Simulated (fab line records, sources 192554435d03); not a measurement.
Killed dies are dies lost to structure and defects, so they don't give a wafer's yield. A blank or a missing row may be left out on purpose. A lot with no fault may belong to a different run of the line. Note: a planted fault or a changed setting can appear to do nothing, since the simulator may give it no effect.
Split-lot experiment    flow n5 finfet    7 lots, 21 wafers read, on a route of 1938 steps

== ON THE SPLIT ==
At N5_FIN_SAQP_PECVD_06 (deposits a-Si from SiH4/He, target thk 60 nm, time 48.1 s), the setting time s was moved away from the recipe's 48.1 s on 7 of the 21 wafers read, by -13.7% to +8.3%. The other wafers ran this setting at the recipe's value.

== FROM THE SPLIT TO THE READING: what the file shows between them, 5 steps ==
- N5_FIN_SAQP_THK_MEAS_07
- N5_FIN_SAQP_HM_DEP_72: deposits SiO2 from SiH4/N2O, target thk 12 nm, time 7.2 s
- N5_FIN_SAQP_COAT_49: time 60 s, resist thk 100 nm
- N5_FIN_SAQP_HM_OPEN_73: chemistry CHF3/O2, target SiO2, stops on a-Si, target depth 12 nm, time 16.8 s
- N5_FIN_SAQP_STRIP_74: strips in CHF3/O2

== THE READING ==
oes product au, in a.u., at N5_FIN_SAQP_MANDREL_ETCH_22 (etches a-Si in HBr/Cl2, stops on SiNx, target depth 60 nm, bt time 10 s, time 30 s). On this fab line, fault-free wafers typically give 0.762 a.u. with a standard deviation of 0.013 a.u.

wafer   tool, chamber at the split  time s as run, s  against the recipe  oes product au, a.u.  against lot-mates on the recipe
L075.2  pecvd-01, 2                 48.1              recipe              0.750                 -
L075.5  pecvd-01, 2                 48.1              recipe              0.763                 -
L075.6  pecvd-01, 1                 48.1              recipe              0.764                 -
L081.2  pecvd-03, 0                 48.1              recipe              0.753                 -
L081.3  pecvd-03, 1                 48.1              recipe              0.755                 -
L081.6  pecvd-03, 1                 48.1              recipe              0.776                 -
L083.1  pecvd-02, 1                 41.5              -13.7%              0.683                 -0.069
L083.4  pecvd-02, 1                 48.1              recipe              0.762                 -
L083.5  pecvd-02, 2                 48.1              recipe              0.742                 -
L085.2  pecvd-02, 0                 48.1              recipe              0.736                 -
L085.5  pecvd-02, 1                 48.1              recipe              0.758                 -
L085.6  pecvd-02, 0                 48.1              recipe              0.751                 -
L087.3  pecvd-02, 0                 51.53             +7.1%               0.802                 +0.034
L087.5  pecvd-02, 0                 48.1              recipe              0.768                 -
L087.6  pecvd-02, 2                 51.53             +7.1%               0.798                 +0.030
L094.3  pecvd-02, 1                 52.08             +8.3%               0.782                 +0.024
L094.5  pecvd-02, 2                 52.08             +8.3%               0.768                 +0.010
L094.6  pecvd-02, 1                 48.1              recipe              0.758                 -
L095.1  pecvd-02, 2                 48.1              recipe              0.731                 -
L095.4  pecvd-02, 2                 45.4              -5.6%               0.720                 -0.011
L095.5  pecvd-02, 0                 45.4              -5.6%               0.724                 -0.007

FIT RESULTS
A straight line over all 21 wafers: oes product au changes by +0.00478 a.u. for each +1% of time s; r = +0.88; the points scatter about the line by 0.013 a.u.
The same after taking each lot's own level away (the mean of its wafers on the recipe; 21 wafers): +0.00365 a.u. for each +1%; r = +0.87; scatter 0.01 a.u.
Per that fit: largest time s move, reading shift of 0.05 a.u.
Across the lots, their own levels run from 0.7310 to 0.7680 a.u., a range of 2.8 times the standard deviation given above.
Thus the slope moves with the lot-to-lot level: the two fits are different.
Check: -0.0356 a.u. against its lot-mates is what the line predicts for one of the wafers moved furthest among these (-13.7%) when that wafer is left out of the fit. It came out at -0.069 a.u. against them.

== FURTHER SPLITS ON THESE WAFERS ==
Note: prior to the reading, these wafers also went through further splits. Each is held against what the fit with the lots' levels taken away leaves over:
other split on the same wafers  wafers away from the commonest value  r with oes product au (lot level and that fit taken away)
N5_ZERO_LAYER_PECVD_02 time s   5                                     -0.02
N5_FIN_SAQP_ALD_61 ald cycles   8                                     +0.37

== THE WHOLE CHAIN: every reading that the file lists as answering this split, in the file's order ==
step                         what it does                                                                        reading                                                                            change (the file's fit)                    r (the file's)
N5_FIN_SAQP_PECVD_06         deposits a-Si from SiH4/He, target thk 60 nm, time 48.1 s                           a-Si_of_FIN_SAQP_PECVD_06.thk nm (the simulator's own value, which no gauge read)  +0.602 nm for each +1% of the setting      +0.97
N5_FIN_SAQP_THK_MEAS_07                                                                                          thk nm                                                                             withheld for each +1% of the setting       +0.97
N5_FIN_SAQP_MANDREL_ETCH_22  etches a-Si in HBr/Cl2, stops on SiNx, target depth 60 nm, bt time 10 s, time 30 s  oes product au                                                                     +0.00404 a.u. for each +1% of the setting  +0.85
N5_FIN_SAQP_MANDREL_ETCH_22  etches a-Si in HBr/Cl2, stops on SiNx, target depth 60 nm, bt time 10 s, time 30 s  etch.depth nm (the simulator's own value, which no gauge read)                     +0.598 nm for each +1% of the setting      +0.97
N5_FIN_SAQP_SPACER1_ALD_24   deposits SiO2, target thk 20.3 nm, pulse time 1 s, purge time 2 s                   a-Si_of_FIN_SAQP_PECVD_06.thk nm (the simulator's own value, which no gauge read)  +0.594 nm for each +1% of the setting      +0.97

== FILE'S OWN FIT ==
oes product au changes by +0.00404 a.u. for each +1% of time s, r = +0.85.
